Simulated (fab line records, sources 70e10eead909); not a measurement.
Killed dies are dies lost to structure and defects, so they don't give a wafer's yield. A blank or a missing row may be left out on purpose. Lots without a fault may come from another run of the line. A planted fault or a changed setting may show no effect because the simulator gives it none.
One fault seen from 2 desks | flow nand_harc | each desk has only its own numbers; what lay behind them comes last

THE METROLOGY DESK
What the gauges read, lot by lot, whatever tool the lot ran on: means of the sampled wafers that have a number. A lot is out of limits, marked OUT, if its mean lies more than 4 standard deviations from the usual mean; the brackets give that distance.
Columns: A = thk_nm at NHARC_A_ONON_D2_THK_MEAS_24, usual 1000 nm; B = cd_nm at NHARC_A_CHANNEL_HOLE_D2_CD_MEAS_10, usual 100.0 nm; C = cd_nm at NHARC_A_CHANNEL_HOLE_D2_CD_MEAS_18, usual 99.9 nm; D = cd_nm at NHARC_A_CHANNEL_HOLE_D2_CD_MEAS_31, usual 89.9 nm
lot  | first seen here | A    | B              | C               | D
L924 | day 13 11:11    | 985  | 100.2          | 98.3            | 89.6
L926 | day 14 04:50    | 1009 | 99.7           | 99.0            | 89.1
L934 | day 17 06:29    | 980  | 100.3          | 104.6           | 91.2
L935 | day 17 20:55    | 1003 | 93.1 (-14) OUT | 91.3            | 83.8 (-4.7) OUT
L937 | day 19 01:32    | 998  | 89.2 (-22) OUT | 88.6 (-4.7) OUT | 80.3 (-7.4) OUT
L938 | day 19 10:54    | 1019 | 100.3          | 103.5           | 89.2
L942 | day 20 21:25    | 1002 | 99.7           | 101.3           | 89.7
L943 | day 21 15:11    | 995  | 99.7           | 99.8            | 90.4
L944 | day 21 15:13    | 1007 | 100.7          | 98.3            | 90.0
This desk's finding: out of limits on L935, L937; first on L935, day 18 01:19 (cd_nm at NHARC_A_CHANNEL_HOLE_D2_CD_MEAS_10). In limits: L924, L926, L934, L938, L942, L943, L944.

THE TOOL OWNER'S DESK: litho_track-06
The tool's own readings at NHARC_A_CHANNEL_HOLE_D2_PEB_08 (peb time 65 s): means of the sampled wafers that have a number, for each lot that ran on this tool. A lot is out of limits, marked OUT, if its mean lies more than 4 standard deviations from the usual mean; the brackets give that distance.
Columns: A = heater_power_total_W at NHARC_A_CHANNEL_HOLE_D2_PEB_08, usual 156.7 W
lot  | first seen here | A
L926 | day 14 10:01    | 156.5
L935 | day 18 01:13    | 177.5 (+51) OUT
L937 | day 19 07:38    | 188.7 (+78) OUT
This desk's finding: out of limits on L935, L937; first on L935, day 18 01:13 (heater_power_total_W at NHARC_A_CHANNEL_HOLE_D2_PEB_08). In limits: L926.

PUT TOGETHER
The tool owner's desk could have raised an alarm at day 18 01:13, on L935, L937.
The metrology desk could have raised an alarm at day 18 01:19, on L935, L937.
Of the lots named, all ran NHARC_A_CHANNEL_HOLE_D2_PEB_08 on litho_track-06.

WHAT THE SIMULATOR HAD PUT IN
Process parameter drift: litho_track-06, from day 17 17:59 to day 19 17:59, at NHARC_A_CHANNEL_HOLE_D2_PEB_08. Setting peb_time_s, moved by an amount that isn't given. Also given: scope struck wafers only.
Lots struck among those shown: L935, L937.
Hours from the fault's start to each desk's first reading out of limits: the tool owner's desk, 7; the metrology desk, 7.
